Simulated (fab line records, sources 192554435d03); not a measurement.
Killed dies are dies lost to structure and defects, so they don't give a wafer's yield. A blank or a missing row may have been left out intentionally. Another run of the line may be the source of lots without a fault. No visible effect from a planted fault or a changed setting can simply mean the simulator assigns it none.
Chamber matching || flow n5Finfet || rieDiel-03 running N5_MOL_CONTACT_COAG_ETCH_124: 4 sister chambers
The step etches SiNx in CH3F/O2, stops on SiOC, target depth 6.5 nm. 8 wafers are shown with their chamber, then 7 later ones without.

== WAFERS WITH THEIR CHAMBER ==
{"wafer": "L084.1", "chamber": 2, "throttleValvePct (%)": 16.84, "showerheadPlenumPTorr (Torr)": 2.07}
{"wafer": "L086.2", "chamber": 3, "throttleValvePct (%)": 16.30, "showerheadPlenumPTorr (Torr)": 1.97}
{"wafer": "L086.4", "chamber": 1, "throttleValvePct (%)": 16.00, "showerheadPlenumPTorr (Torr)": 1.96}
{"wafer": "L087.1", "chamber": 0, "throttleValvePct (%)": 16.42, "showerheadPlenumPTorr (Torr)": 2.00}
{"wafer": "L087.5", "chamber": 1, "throttleValvePct (%)": 16.01, "showerheadPlenumPTorr (Torr)": 1.96}
{"wafer": "L087.6", "chamber": 2, "throttleValvePct (%)": 16.84, "showerheadPlenumPTorr (Torr)": 2.06}
{"wafer": "L088.1", "chamber": 0, "throttleValvePct (%)": 16.42, "showerheadPlenumPTorr (Torr)": 1.99}
{"wafer": "L088.4", "chamber": 3, "throttleValvePct (%)": 16.34, "showerheadPlenumPTorr (Torr)": 1.97}

== WAFERS WITH NO CHAMBER GIVEN ==
{"wafer": "L088.5", "throttleValvePct (%)": 16.32, "showerheadPlenumPTorr (Torr)": 1.97}
{"wafer": "L091.1", "throttleValvePct (%)": 16.44, "showerheadPlenumPTorr (Torr)": 1.99}
{"wafer": "L091.4", "throttleValvePct (%)": 16.35, "showerheadPlenumPTorr (Torr)": 1.97}
{"wafer": "L091.5", "throttleValvePct (%)": 16.88, "showerheadPlenumPTorr (Torr)": 2.06}
{"wafer": "L096.1", "throttleValvePct (%)": 16.90, "showerheadPlenumPTorr (Torr)": 2.06}
{"wafer": "L096.4", "throttleValvePct (%)": 16.48, "showerheadPlenumPTorr (Torr)": 1.99}
{"wafer": "L096.6", "throttleValvePct (%)": 16.90, "showerheadPlenumPTorr (Torr)": 2.06}

== WHICH CHAMBER EACH ONE RAN IN ==
{"wafer": "L088.5", "from the rows above": 3, "in truth": 3}
{"wafer": "L091.1", "from the rows above": 0, "in truth": 0}
{"wafer": "L091.4", "from the rows above": 3, "in truth": 3}
{"wafer": "L091.5", "from the rows above": 2, "in truth": 2}
{"wafer": "L096.1", "from the rows above": 2, "in truth": 2}
{"wafer": "L096.4", "from the rows above": 0, "in truth": 0}
{"wafer": "L096.6", "from the rows above": 2, "in truth": 2}
Correct placement for 7 of the 7. Not placeable from these rows: 0. 0 placed wrongly.
How it was worked out, from the rows above alone: a wafer's distance from a chamber is the root of the sum, over the readings, of the square of ((its reading less the chamber's mean) divided by the reading's scatter). If the next closest chamber is less than 2 further off than the closest, the wafer can't be placed; otherwise it belongs to the closest. Each chamber's mean is taken over the wafers shown for it. How the scatter is found: for the shown wafers, subtract from each reading the mean of its chamber, square and add these, divide the total by (wafers less chambers), then take the root.
